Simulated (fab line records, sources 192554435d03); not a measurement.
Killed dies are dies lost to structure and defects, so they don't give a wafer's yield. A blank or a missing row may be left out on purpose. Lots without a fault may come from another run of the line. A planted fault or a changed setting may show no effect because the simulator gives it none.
Chamber matching | flow n5_finfet | N5_BEOL_M0_SAQP_SPACER1_ETCHBACK_99 on rie_diel-05: 4 sister chambers
The step etches SiO2 in CHF3/O2, target depth 15.4 nm, time 7.7 s. 18 wafers are shown with their chamber, then 9 later ones without.

WAFERS WITH THEIR CHAMBER
wafer  | chamber | showerhead_plenum_p_Torr (Torr) | rf_vpp_V (V) | drypump_motor_current_A (A)
L077.2 | 3       | 2.32                            | 527          | 5.8
L077.3 | 1       | 2.51                            | 512          | 5.6
L077.5 | 2       | 2.54                            | 518          | 6.1
L078.2 | 0       | 2.31                            | 546          | 5.0
L078.4 | 3       | 2.32                            | 527          | 5.7
L078.5 | 3       | 2.32                            | 526          | 5.7
L081.3 | 1       | 2.50                            | 512          | 5.5
L081.5 | 2       | 2.54                            | 517          | 6.1
L081.6 | 3       | 2.31                            | 525          | 5.7
L084.1 | 2       | 2.54                            | 518          | 6.1
L084.4 | 1       | 2.50                            | 510          | 5.5
L084.5 | 0       | 2.31                            | 545          | 5.0
L085.2 | 2       | 2.53                            | 518          | 6.1
L085.3 | 0       | 2.30                            | 545          | 5.0
L085.4 | 1       | 2.50                            | 511          | 5.6
L089.1 | 3       | 2.31                            | 527          | 5.8
L089.2 | 0       | 2.30                            | 546          | 5.0
L089.4 | 1       | 2.50                            | 510          | 5.6

SIGNATURES (means of the wafers above)
reading                  | chamber 0 | chamber 1 | chamber 2 | chamber 3 | scatter within a chamber
showerhead_plenum_p_Torr | 2.3050    | 2.5020    | 2.5375    | 2.3160    | 0.00518
rf_vpp_V                 | 545.50    | 511.00    | 517.75    | 526.40    | 0.8
drypump_motor_current_A  | 5.000     | 5.560     | 6.100     | 5.740     | 0.0414
Rule: a wafer's distance from a chamber is the root of the sum, over the readings, of the square of ((its reading less the chamber's mean) divided by the reading's scatter). The wafer belongs to the nearest chamber; if the next one is less than 2 further off, it can't be placed. The scatter: the root of (the sum of the squares of (reading less its chamber's mean) over the shown wafers, divided by (wafers less chambers)).

WAFERS WITHOUT THEIR CHAMBER
wafer  | showerhead_plenum_p_Torr (Torr) | rf_vpp_V (V) | drypump_motor_current_A (A)
L090.3 | 2.53                            | 517          | 6.1
L090.4 | 2.30                            | 545          | 5.0
L090.6 | 2.31                            | 528          | 5.7
L091.3 | 2.31                            | 527          | 5.7
L091.4 | 2.30                            | 544          | 5.0
L091.5 | 2.31                            | 526          | 5.7
L097.4 | 2.30                            | 545          | 5.0
L097.5 | 2.30                            | 526          | 5.7
L097.6 | 2.53                            | 517          | 6.1

WHICH CHAMBER EACH WENT THROUGH
wafer  | from the rows above | in truth
L090.3 | 2                   | 2
L090.4 | 0                   | 0
L090.6 | 3                   | 3
L091.3 | 3                   | 3
L091.4 | 0                   | 0
L091.5 | 3                   | 3
L097.4 | 0                   | 0
L097.5 | 3                   | 3
L097.6 | 2                   | 2
Placed correctly: 9 of 9. Can't be placed from these rows: 0. Placed wrongly: 0.
